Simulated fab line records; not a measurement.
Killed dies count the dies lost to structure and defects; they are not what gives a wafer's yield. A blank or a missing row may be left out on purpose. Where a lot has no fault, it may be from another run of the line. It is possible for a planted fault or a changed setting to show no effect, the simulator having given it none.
Struck lot and sound lot, side by side ; flow nand-harc ; 15 out of 1302 route steps
Sound: the wafers L858.1, L858.2, L858.3. Struck: wafers L859.1, L859.4. (L859.3 of the same lot was not struck and is left out.) The cause comes at the end.
Order at every step that has rows: each side's tool, ch and its chambers, its first start. Under that, the readings that differ: sound wafers ; struck wafers ; difference of the means ; sigmas: that difference in standard deviations of wafers without a fault.
alike: readings whose means differ by less than 2 such deviations, and words and numbers that are the same on both sides. not compared: withheld readings, readings that some wafer has no value for, bounds like >300 that may hide the same value, and numbers for which the record gives no deviation and whose values overlap.
The two part at a step that has a row with sigmas, a row that says differs or no value, or rows on one side only. Numbers that don't overlap but have no deviation are shown without sigmas and don't part them. A reading that every wafer of one side lacks parts them only if that side has two wafers or more.

first, 7 steps without rows for these wafers: NHARC_P_M0_COAT_33 (time 65 s); NHARC_P_M0_COAT_03 (resist thk 90 nm); NHARC_P_M0_SOFTBAKE_04 (time 55 s); NHARC_P_M0_EBR_05; NHARC_P_M0_EXPOSE_06 (exposes mask P M0, target cd 90 nm); NHARC_P_M0_PEB_07 (peb time 65 s); NHARC_P_M0_DEVELOP_08 (develop time 35 s).
NHARC_P_M0_CD_MEAS_09: the cd target is 90 nm.
  sound on cd-sem-02 ch 0, day 8 20:11; struck on cd-sem-01 ch 0, day 8 21:00
reading;sound;struck;difference;sigmas
cd-nm (nm);90.2 90.4 91.6;88.7 88.9;-1.9;-2
NHARC_P_M0_OVL_MEAS_10: pitch 180 nm.
  struck on overlay-02, day 8 21:06; sound on overlay-01, day 8 20:17
  alike: overlay-x-nm, overlay-y-nm
NHARC_P_M0_INSPECT_11:
  struck on defect-inspect-02, day 8 21:08; sound on defect-inspect-02, day 8 20:19
  alike: raw-defect-count
NHARC_P_M0_DESCUM_14: chemistry O2, time 3 s.
  sound on rie-diel-10 ch 0,1,2, day 8 20:23; struck on rie-diel-10 ch 1,3, day 8 21:12
  alike: chamber-pressure-mTorr, drypump-motor-current-A, oes-product-au, rf-vpp-V, showerhead-plenum-p-Torr, throttle-valve-pct
  not compared: rf-hours-counter-h
NHARC_P_M0_ETCH_34: etches the open film in N2/H2, target depth 40 nm, overetch 12 nm, time 43.94 s.
  sound on rie-diel-10 ch 1,2,3, day 8 20:28; struck on rie-diel-10 ch 2,3, day 8 21:17
  alike: chamber-pressure-mTorr, drypump-motor-current-A, oes-product-au, rf-vpp-V, run-length-s, showerhead-plenum-p-Torr, throttle-valve-pct
  not compared: rf-hours-counter-h
NHARC_P_M0_ETCH_15: etches the open film in C4F8/Ar, target depth 150 nm, overetch 15 nm, time 82.5 s.
  sound on rie-diel-10 ch 0,1,2, day 8 20:33; struck on rie-diel-10 ch 2,3, day 8 21:23
reading;sound;struck;difference;sigmas
run-length-s (s);104.0 105.2 104.2;83.4 82.4;-21.6;-44
  alike: chamber-pressure-mTorr, oes-product-au, rf-vpp-V
  not compared: rf-hours-counter-h
NHARC_P_M0_CD_MEAS_16:
  struck on cd-sem-02, day 8 21:31; sound on cd-sem-03, day 8 20:40
  alike: cd-nm
-- record jumps: 18 days between struck wafers' starts before vs after; left off in module P_M0, resumes in module END, first step shown is number 1302 of the route --
NHARC_END_SORT_01:
  sound on prober-01 ch 0, day 27 06:10; struck on prober-01 ch 0, day 26 22:26
reading;sound;struck;difference;sigmas
defect-limited-yield (%);91.4 91.7 90.8;0 0;-91;-35
killed-at-periphery;2 1 4;644 647;+643;+99 or more
killed-dies;58 56 62;677 677;+618;+34
  alike: killed-at-array, killed-at-other, killed-open, killed-short

## WHERE THEY PART
At NHARC_P_M0_CD_MEAS_09 first; at NHARC_END_SORT_01 last (within this record only).

WHY: whatever the simulator had introduced
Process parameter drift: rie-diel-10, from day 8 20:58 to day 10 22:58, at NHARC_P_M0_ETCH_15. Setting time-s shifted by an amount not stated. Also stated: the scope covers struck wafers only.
